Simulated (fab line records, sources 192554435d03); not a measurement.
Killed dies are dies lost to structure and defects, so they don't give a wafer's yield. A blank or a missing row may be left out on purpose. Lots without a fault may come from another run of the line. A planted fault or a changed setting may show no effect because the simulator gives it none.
Which tool did it? | flow n5_finfet | 8 lots, 23 wafers sampled, at 8 steps of a route of 1938

WHAT THE GAUGES READ, wafer by wafer
N5_BEOL_M4_RC_MEAS_101. Usual: DIBL_N 36.5 mV/V, standard deviation 1.9; DIBL_P 36.7 mV/V, standard deviation 2.1; IOFF_N 0.17 nA/um, standard deviation 0.035; IOFF_P 0.22 nA/um, standard deviation 0.042; ION_N 676 uA/um, standard deviation 10; ION_P 462 uA/um, standard deviation 8.1; SS_N 71.5 mV/dec, standard deviation 0.72; SS_P 73.4 mV/dec, standard deviation 0.7; VT_N 249 mV, standard deviation 3.1; VT_P -250 mV, standard deviation 3.9.
lot  | measured     | on        | DIBL_N (mV/V)  | DIBL_P (mV/V)  | IOFF_N (nA/um) | IOFF_P (nA/um) | ION_N (uA/um) | ION_P (uA/um) | SS_N (mV/dec)  | SS_P (mV/dec)  | VT_N (mV)   | VT_P (mV)      | flag
L592 | day 8 13:00  | prober-01 | 35.3 35.1 35.1 | 36.5 36.3 36.6 | 0.14 0.14 0.15 | 0.18 0.17 0.18 | 674 673 679   | 456 456 458   | 71.3 72.2 71.7 | 74.1 72.9 73.7 | 251 249 249 | -257 -256 -257 |
L595 | day 10 03:57 | prober-02 | 37.9 39.7 38.8 | 37.8 40.0 38.7 | 0.16 0.20 0.17 | 0.27 0.30 0.26 | 674 681 670   | 467 472 460   | 72.4 72.3 71.8 | 73.1 74.3 73.7 | 247 249 249 | -245 -244 -246 |
L596 | day 10 04:58 | prober-01 | 36.9 40.6 38.2 | 36.0 39.9 36.8 | 0.17 0.23 0.19 | 0.23 0.30 0.25 | 683 687 678   | 469 467 463   | 70.4 72.6 71.1 | 73.1 74.6 74.0 | 246 245 246 | -247 -242 -246 |
L600 | day 11 12:39 | prober-02 | 38.4 37.8 36.4 | 38.8 37.0 36.2 | 0.21 0.19 0.17 | 0.24 0.21 0.20 | 694 676 681   | 467 456 457   | 71.6 72.2 70.9 | 74.4 74.3 73.6 | 242 245 245 | -249 -253 -250 |
L607 | day 12 15:43 | prober-02 | 37.5 35.9      | 37.4 35.3      | 0.20 0.16      | 0.29 0.25      | 689 681       | 478 477       | 72.3 70.9      | 73.8 74.0      | 245 250     | -241 -244      |
L608 | day 13 00:33 | prober-01 | 32.7 39.9 33.9 | 31.2 39.2 34.2 | 0.11 0.23 0.12 | 0.13 0.24 0.17 | 666 682 661   | 450 460 460   | 69.8 72.1 70.7 | 72.5 74.5 72.8 | 256 249 256 | -258 -251 -254 |
L611 | day 14 04:26 | prober-02 | 35.2 36.2 34.5 | 34.6 36.1 34.0 | 0.12 0.15 0.12 | 0.16 0.17 0.15 | 662 679 659   | 454 458 451   | 71.2 71.1 71.2 | 72.1 73.1 72.1 | 253 247 253 | -255 -254 -256 |
L613 | day 15 12:26 | prober-01 | 35.8 37.7 35.5 | 36.4 38.7 36.3 | 0.18 0.19 0.16 | 0.24 0.26 0.23 | 683 674 682   | 470 460 472   | 71.4 72.8 71.3 | 73.4 73.5 73.2 | 247 246 249 | -247 -248 -247 |

N5_BEOL_M7_OCD_MEAS_38. Usual: trench_depth_nm 93.4 nm, standard deviation 1.9.
lot  | measured     | on     | trench_depth_nm (nm) | flag
L592 | day 9 18:38  | ocd-02 | 95.2 91.7 92.2       |
L595 | day 11 11:05 | ocd-02 | 97.4 93.1 92.6       |
L596 | day 11 10:41 | ocd-02 | 94.2 92.3 93.0       |
L600 | day 12 17:16 | ocd-02 | 154.2 92.4 97.8      | OFF
L607 | day 13 19:06 | ocd-02 | 158.5 97.4           | OFF
L608 | day 14 07:20 | ocd-02 | 89.6 92.9 92.7       |
L611 | day 15 11:25 | ocd-02 | 94.8 94.7 94.6       |
L613 | day 16 10:23 | ocd-02 | 96.7 91.5 91.9       |

N5_BEOL_M7_THK_MEAS_53: measures by xrf. Usual: M7_THK 81.2 nm, standard deviation 2.
lot  | measured     | on            | M7_THK (nm)     | flag
L592 | day 9 21:29  | film_metro-01 | 82.9 78.5 79.1  |
L595 | day 11 14:51 | film_metro-02 | 82.8 81.7 78.0  |
L596 | day 11 13:08 | film_metro-01 | 84.4 80.8 82.8  |
L600 | day 12 21:58 | film_metro-02 | 141.9 79.4 85.3 | OFF
L607 | day 13 21:31 | film_metro-01 | 147.9 87.5      | OFF
L608 | day 14 10:43 | film_metro-01 | 77.9 81.5 81.0  |
L611 | day 15 14:25 | film_metro-01 | 82.8 80.0 83.1  |
L613 | day 16 12:47 | film_metro-02 | 84.1 79.6 78.5  |

N5_BEOL_M7_RS_MEAS_57: measures by four-point-probe. Usual: M7_RS 0.285 ohm/sq, standard deviation 0.0083.
lot  | measured     | on            | M7_RS (ohm/sq)    | flag
L592 | day 9 21:38  | film_metro-01 | 0.275 0.295 0.293 |
L595 | day 11 14:59 | film_metro-01 | 0.278 0.283 0.298 |
L596 | day 11 13:16 | film_metro-02 | 0.271 0.285 0.278 |
L600 | day 12 22:05 | film_metro-01 | 0.151 0.290 0.269 | OFF
L607 | day 13 21:40 | film_metro-01 | 0.146 0.264       | OFF
L608 | day 14 10:52 | film_metro-01 | 0.299 0.285 0.286 |
L611 | day 15 14:32 | film_metro-01 | 0.276 0.287 0.276 |
L613 | day 16 12:55 | film_metro-02 | 0.273 0.294 0.296 |

WHICH TOOL RAN EACH LOT (tool, then ch and the chambers of the sampled wafers, then the start)
lot  | N5_BEOL_M7_ETCH_65                 | N5_BEOL_M7_TRENCH_ETCH_37          | N5_BEOL_M7_CURE_75            | N5_BEOL_M7_PRE_CLEAN_45
L592 | rie_diel-03 ch 0,1,3, day 9 18:15  | rie_diel-03 ch 0,1,3, day 9 18:28  | uv_cure-01 ch 0, day 9 18:49  | pvd_sputter-01, day 9 19:37
L595 | rie_diel-03 ch 0,2,3, day 11 10:42 | rie_diel-03 ch 0,2,3, day 11 10:55 | uv_cure-01 ch 2, day 11 11:20 | pvd_sputter-03, day 11 11:45
L596 | rie_diel-03 ch 1,3, day 11 10:18   | rie_diel-03 ch 1,3, day 11 10:31   | uv_cure-03 ch 2, day 11 10:58 | pvd_sputter-01, day 11 11:24
L600 | rie_diel-03 ch 1,2,3, day 12 16:53 | rie_diel-03 ch 1,2,3, day 12 17:07 | uv_cure-01 ch 2, day 12 17:43 | pvd_sputter-03, day 12 19:38
L607 | rie_diel-03 ch 2, day 13 18:43     | rie_diel-03 ch 2, day 13 18:56     | uv_cure-01 ch 0, day 13 19:23 | pvd_sputter-02, day 13 19:57
L608 | rie_diel-04 ch 0,1,2, day 14 06:57 | rie_diel-04 ch 0,1,2, day 14 07:10 | uv_cure-01 ch 2, day 14 07:40 | pvd_sputter-03, day 14 07:58
L611 | rie_diel-05 ch 1,2, day 15 11:02   | rie_diel-05 ch 1,2, day 15 11:16   | uv_cure-02 ch 0, day 15 11:40 | pvd_sputter-01, day 15 12:02
L613 | rie_diel-03 ch 0,2, day 16 10:01   | rie_diel-03 ch 0,2, day 16 10:14   | uv_cure-01 ch 2, day 16 10:41 | pvd_sputter-01, day 16 10:57
- N5_BEOL_M7_ETCH_65: etches SiARC in CF4, target depth 15.6 nm, time 26 s.
- N5_BEOL_M7_TRENCH_ETCH_37: etches SiCOH lowk in C4F6/O2, target depth 93.478 nm, time 31.2 s.
- N5_BEOL_M7_CURE_75: cures SiCOH lowk, time 120 s.
- N5_BEOL_M7_PRE_CLEAN_45: time 30 s.

WHAT THE TOOLS THEMSELVES READ (means of the sampled wafers that have a number; where no wafer has one, the mark that the record gives instead)
N5_BEOL_M7_ETCH_65. Usual: drypump_motor_current_A 5.6 A, standard deviation 0.55; etch_rf_on_time_s 25.9 s, standard deviation 0.53; oes_product_au 0.68 a.u., standard deviation 0.074; rf_vpp_V 184.1 V, standard deviation 1.2; showerhead_plenum_p_Torr 2.15 Torr, standard deviation 0.078; throttle_valve_pct 15.72 %, standard deviation 0.23.
lot  | tool        | drypump_motor_current_A (A) | etch_rf_on_time_s (s) | oes_product_au (a.u.) | rf_vpp_V (V) | showerhead_plenum_p_Torr (Torr) | throttle_valve_pct (%) | flag
L592 | rie_diel-03 | 5.7                         | 26.1                  | 0.68                  | 183.2        | 2.10                            | 15.82                  |
L595 | rie_diel-03 | 5.8                         | 25.8                  | 0.75                  | 184.5        | 2.12                            | 15.64                  |
L596 | rie_diel-03 | 6.1                         | 26.2                  | 0.66                  | 183.9        | 2.12                            | 15.84                  |
L600 | rie_diel-03 | 6.2                         | 25.7                  | 0.72                  | 183.9        | 2.14                            | 15.66                  |
L607 | rie_diel-03 | 6.2                         | 24.9                  | 0.79                  | 183.6        | 2.19                            | 15.30                  |
L608 | rie_diel-04 | 5.1                         | 26.1                  | 0.59                  | 183.5        | 2.13                            | 15.80                  |
L611 | rie_diel-05 | 5.4                         | 25.4                  | 0.70                  | 186.1        | 2.26                            | 15.84                  |
L613 | rie_diel-03 | 5.3                         | 25.8                  | 0.66                  | 183.1        | 2.08                            | 15.77                  |

N5_BEOL_M7_TRENCH_ETCH_37. Usual: O2_flow_sccm 10.000 sccm, standard deviation 0.029; drypump_motor_current_A 5.6 A, standard deviation 0.55; oes_f_703_au 0.79 a.u., standard deviation 0.081; oes_product_au 0.79 a.u., standard deviation 0.087; rf_vpp_V 668 V, standard deviation 10; showerhead_plenum_p_Torr 2.85 Torr, standard deviation 0.099; throttle_valve_pct 21.02 %, standard deviation 0.28.
lot  | tool        | O2_flow_sccm (sccm) | drypump_motor_current_A (A) | oes_f_703_au (a.u.) | oes_product_au (a.u.) | rf_vpp_V (V) | showerhead_plenum_p_Torr (Torr) | throttle_valve_pct (%) | flag
L592 | rie_diel-03 | 9.983               | 5.8                         | 0.80                | 0.81                  | 661          | 2.79                            | 21.18                  |
L595 | rie_diel-03 | 10.022              | 5.8                         | 0.86                | 0.87                  | 668          | 2.81                            | 20.99                  |
L596 | rie_diel-03 | 10.028              | 6.2                         | 0.77                | 0.77                  | 658          | 2.83                            | 21.16                  |
L600 | rie_diel-03 | 10.011              | 6.1                         | 0.84                | 0.96                  | 666          | 2.84                            | 21.02                  |
L607 | rie_diel-03 | 9.965               | 6.2                         | 0.90                | 1.10                  | 683          | 2.90                            | 20.60                  | OFF
L608 | rie_diel-04 | 10.002              | 5.1                         | 0.70                | 0.70                  | 668          | 2.82                            | 21.03                  |
L611 | rie_diel-05 | 9.948               | 5.4                         | 0.81                | 0.82                  | 673          | 2.99                            | 21.14                  |
L613 | rie_diel-03 | 10.005              | 5.3                         | 0.76                | 0.76                  | 672          | 2.76                            | 21.04                  |

N5_BEOL_M7_CURE_75. Usual: lamp_power_pct 52.31 %, standard deviation 0.057; wafer_temp_C_max 371.7, standard deviation 0.53.
lot  | tool       | lamp_power_pct (%) | wafer_temp_C_max | flag
L592 | uv_cure-01 | 52.28              | 371.8            |
L595 | uv_cure-01 | 52.38              | 371.9            |
L596 | uv_cure-03 | 52.30              | 371.4            |
L600 | uv_cure-01 | 52.32              | 372.0            |
L607 | uv_cure-01 | 52.39              | 371.8            |
L608 | uv_cure-01 | 52.30              | 371.9            |
L611 | uv_cure-02 | 52.31              | 372.4            |
L613 | uv_cure-01 | 52.32              | 372.4            |

N5_BEOL_M7_PRE_CLEAN_45. Usual: heater_power_w 328 W, standard deviation 34.
lot  | tool           | heater_power_w (W) | flag
L592 | pvd_sputter-01 | 357                |
L595 | pvd_sputter-03 | 300                |
L596 | pvd_sputter-01 | 348                |
L600 | pvd_sputter-03 | 310                |
L607 | pvd_sputter-02 | 288                |
L608 | pvd_sputter-03 | 315                |
L611 | pvd_sputter-01 | 353                |
L613 | pvd_sputter-01 | 335                |

THE ANSWER, worked out from the rows above alone
Rule: a lot is off if the mean of its wafers that have a number lies more than 3 standard deviations from the usual mean. A lot without any number at a reading at which 4 lots or more have one is off too. The other lots that the step has rows for count as sound. The gauges are gone through in route order, then the tools' own readings, and for those a lot's mean is taken as printed above. The first step at which some lot is off is used, and at that step the reading that is off furthest; a lot without a number counts as furthest.
Off: L600, L607, at N5_BEOL_M7_OCD_MEAS_38 (trench_depth_nm).
A tool fits if, at a process step before that reading, it ran every lot that is off, and no sound lot after the first of them. The gauges at N5_BEOL_M7_OCD_MEAS_38 aren't tried: what is off there is off at N5_BEOL_M7_THK_MEAS_53 too, on other tools, and a gauge's error can't cause that. None of those tried fits.

WHAT THE SIMULATOR HAD PUT IN
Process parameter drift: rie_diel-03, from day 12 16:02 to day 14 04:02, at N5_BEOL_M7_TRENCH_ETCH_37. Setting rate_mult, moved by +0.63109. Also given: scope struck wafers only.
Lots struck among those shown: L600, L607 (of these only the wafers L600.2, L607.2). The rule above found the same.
